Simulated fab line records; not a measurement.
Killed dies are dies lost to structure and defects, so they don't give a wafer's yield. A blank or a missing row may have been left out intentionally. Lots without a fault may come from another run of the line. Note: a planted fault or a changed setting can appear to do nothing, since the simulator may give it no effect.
Comparing a struck lot with a sound one / flow nand-harc / 14 steps out of a route of 1159
Sound: the wafers L266.2, L266.5, L266.6. Wafers L272.1, L272.3, L272.5 were the ones struck. The cause comes at the end.
Order at every step that has rows: each side's tool, ch and its chambers, its first start. Under that, the readings that differ: sound wafers / struck wafers / difference of the means / sigmas: that difference in standard deviations of wafers without a fault.
alike: readings whose means differ by less than 2 such deviations, and words and numbers that are the same on both sides. not compared: withheld readings, readings that some wafer has no value for, bounds like >300 that may hide the same value, and numbers for which the record gives no deviation and whose values overlap.
A row with sigmas, a row that says differs or no value, or rows on one side alone: a step with any of these is where the two part. Non-overlapping numbers with no deviation appear without sigmas and do not part them. Lack of a reading on every wafer of one side parts them only where that side has two or more wafers.

first, 1 step without rows for these wafers: NHARC_A_ONON_D1_DEP_09 (target thk 1000 nm).
NHARC_A_ONON_D1_THK_MEAS_11: measures by ellipsometry.
  struck on film-metro-02, day 9 09:41; sound on film-metro-02, day 8 02:09
  alike: thk-nm
next comes 1 step that has no rows for these wafers: NHARC_A_ONON_D1_DEP_12 (target thickness 1000 nm).
NHARC_A_ONON_D1_THK_MEAS_14: measures by ellipsometry.
  struck on film-metro-02, day 9 10:16; sound on film-metro-02, day 8 02:43
  alike: thk-nm
then, 2 steps without rows for these wafers: NHARC_A_ONON_D1_ANNEAL_15 (time 3600 s); NHARC_A_ONON_D1_DEP_16 (target thk 1000 nm).
NHARC_A_ONON_D1_THK_MEAS_18: measures by ellipsometry.
  struck on film-metro-02, day 9 18:23; sound on film-metro-02, day 8 09:53
  alike: thk-nm
next comes 1 step that has no rows for these wafers: NHARC_A_ONON_D1_DEP_19 (target thickness 1000 nm).
NHARC_A_ONON_D1_THK_MEAS_21: measures by ellipsometry.
  struck on film-metro-02, day 9 18:57; sound on film-metro-02, day 8 10:47
reading=thk-nm (nm); sound=1015 1018 1017; struck=994 994 992; difference=-23; sigmas=-3
next comes 1 step that has no rows for these wafers: NHARC_A_ONON_D1_DEP_22 (target thickness 1000 nm).
NHARC_A_ONON_D1_THK_MEAS_24: measures by ellipsometry.
  struck on film-metro-02, day 9 19:31; sound on film-metro-01, day 8 11:21
reading=thk-nm (nm); sound=979 979 978; struck=1001 1001 1001; difference=+22; sigmas=+2
NHARC_A_ONON_D1_DEP_25: target thk 1000 nm.
  sound on pecvd-onon-03 ch 0, day 8 11:28; struck on pecvd-onon-04 ch 0, day 9 19:34
reading=sih4-flow-sccm (sccm); sound=209.6 209.4 209.5; struck=252.6 252.6 252.3; difference=+43.0; sigmas=+74
NHARC_A_ONON_D1_THK_MEAS_27: measures by ellipsometry.
  struck on film-metro-02, day 9 20:05; sound on film-metro-01, day 8 11:55
  alike: thk-nm
next, for these wafers, 1 step has no rows: NHARC_END_SORT_01.

## WHERE THEY PART
First at NHARC_A_ONON_D1_THK_MEAS_21; last, within this record, at NHARC_A_ONON_D1_DEP_25. Later steps at which nothing parts them and some readings are alike: NHARC_A_ONON_D1_THK_MEAS_27.

WHY: the cause the simulator had injected
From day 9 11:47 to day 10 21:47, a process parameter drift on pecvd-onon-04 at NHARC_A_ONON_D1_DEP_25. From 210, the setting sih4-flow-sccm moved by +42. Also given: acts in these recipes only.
